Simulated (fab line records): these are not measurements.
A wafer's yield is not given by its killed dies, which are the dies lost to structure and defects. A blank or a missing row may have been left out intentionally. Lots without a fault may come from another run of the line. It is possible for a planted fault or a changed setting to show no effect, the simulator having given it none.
Split-lot experiment	flow n5Finfet	21 wafers read across 7 lots, on a route 1938 steps long

ABOUT THE SPLIT
At N5_BEOL_M1_COAT_61 (time 60 s, resist thk 60 nm), the setting spinRpm was moved away from the recipe's 1500 rpm on 8 of the 21 wafers read, by -6.5% to +7.1%. The other wafers ran this setting at the recipe's value.

FROM THE SPLIT TO THE READING: what the file shows between them, 8 steps
- N5_BEOL_M1_COAT_62: time 60 s, resist thk 12 nm
- N5_BEOL_M1_COAT_73: time 60 s, resist thk 5 nm
- N5_BEOL_M1_ETCH_74: etches underlayer in N2/H2, target depth 6.5 nm, time 5.2 s
- N5_BEOL_M1_ETCH_63: etches SiARC in CF4, target depth 15.6 nm, time 26 s
- N5_BEOL_M1_ETCH_64: etches SOC in N2/H2, target depth 75 nm, overetch 15 nm, time 112.5 s
- N5_BEOL_M1_STRIP_65: strips in N2/H2
- N5_BEOL_M1_STRIP_75: strips in N2/H2
- N5_BEOL_M1_STRIP_66: strips in CF4

THE READING
SOC_of_BEOL_M1_COAT_61.thkNm (the simulator's own value, which no gauge read), in nm, at N5_BEOL_M1_HM_OPEN_17 (chemistry Cl2/BCl3, target TiN, target depth 20 nm, overetch 6 nm). No usual value for it is given in the file. The 13 wafers here that ran the recipe average 52.3 nm, standard deviation 0.18 nm.

wafer	tool, chamber at the split	spinRpm as run, rpm	against the recipe	SOC_of_BEOL_M1_COAT_61.thkNm, nm	against lot-mates on the recipe
L077.1	lithoTrack-02, 0	1412	-5.9%	54.4	+2.1
L077.2	lithoTrack-02, 0	1500	recipe	52.2	-
L077.5	lithoTrack-02, 0	1500	recipe	52.4	-
L079.4	lithoTrack-01, 0	1602	+6.8%	50.8	-1.2
L079.5	lithoTrack-01, 0	1500	recipe	52	-
L079.6	lithoTrack-01, 0	1602	+6.8%	50.6	-1.4
L082.1	lithoTrack-01, 0	1500	recipe	52.4	-
L082.4	lithoTrack-01, 0	1500	recipe	52	-
L082.5	lithoTrack-01, 0	1500	recipe	52.6	-
L086.1	lithoTrack-02, 0	1500	recipe	52.4	-
L086.5	lithoTrack-02, 0	1500	recipe	52.4	-
L086.3	lithoTrack-02, 0	1500	recipe	52.2	-
L087.2	lithoTrack-02, 0	1500	recipe	52.4	-
L087.5	lithoTrack-02, 0	1500	recipe	52.4	-
L087.3	lithoTrack-02, 0	1403	-6.5%	54.6	+2.2
L093.1	lithoTrack-01, 0	1500	recipe	52	-
L093.5	lithoTrack-01, 0	1607	+7.1%	50	-2.0
L093.6	lithoTrack-01, 0	1607	+7.1%	50.6	-1.4
L097.1	lithoTrack-01, 0	1405	-6.3%	54.6	+2.4
L097.4	lithoTrack-01, 0	1405	-6.3%	54.2	+2.0
L097.6	lithoTrack-01, 0	1500	recipe	52.2	-

FIT RESULTS
A straight line over all 21 wafers: SOC_of_BEOL_M1_COAT_61.thkNm changes by -0.298 nm for each +1% of spinRpm; r = -0.98; the points scatter about the line by 0.26 nm.
The same after taking each lot's own level away (the mean of its wafers on the recipe; 21 wafers): -0.276 nm for each +1%; r = -0.97; scatter 0.29 nm.
Per that fit: largest spinRpm move, reading shift of 2 nm.
Across the lots, their own levels run from 52.00 to 52.40 nm, a range of 2.2 times the standard deviation given above.
Hence the lot-to-lot level has little effect on the slope; both slopes agree.
Check: with one of the wafers moved furthest among these (+7.1%) left out of the fit, the line predicts -1.76 nm for it against its lot-mates. It came out at -2 nm against them.

THE WHOLE CHAIN: every reading that the file lists as answering this split, in the file's order
step	what it does	reading	change (the file's fit)	r (the file's)
N5_BEOL_M1_COAT_61	time 60 s, resist thk 60 nm	SOC_of_BEOL_M1_COAT_61.thkNm (the simulator's own value, which no gauge read)	-0.302 nm for each +1% of the setting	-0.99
N5_BEOL_M1_ETCH_64	etches SOC in N2/H2, target depth 75 nm, overetch 15 nm, time 112.5 s	etch.depthNm (the simulator's own value, which no gauge read)	-0.299 nm for each +1% of the setting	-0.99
N5_BEOL_M1_HM_OPEN_17	chemistry Cl2/BCl3, target TiN, target depth 20 nm, overetch 6 nm	SOC_of_BEOL_M1_COAT_61.thkNm (the simulator's own value, which no gauge read)	-0.288 nm for each +1% of the setting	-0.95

FILE'S OWN FIT
SOC_of_BEOL_M1_COAT_61.thkNm changes by -0.288 nm for each +1% of spinRpm, r = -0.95.
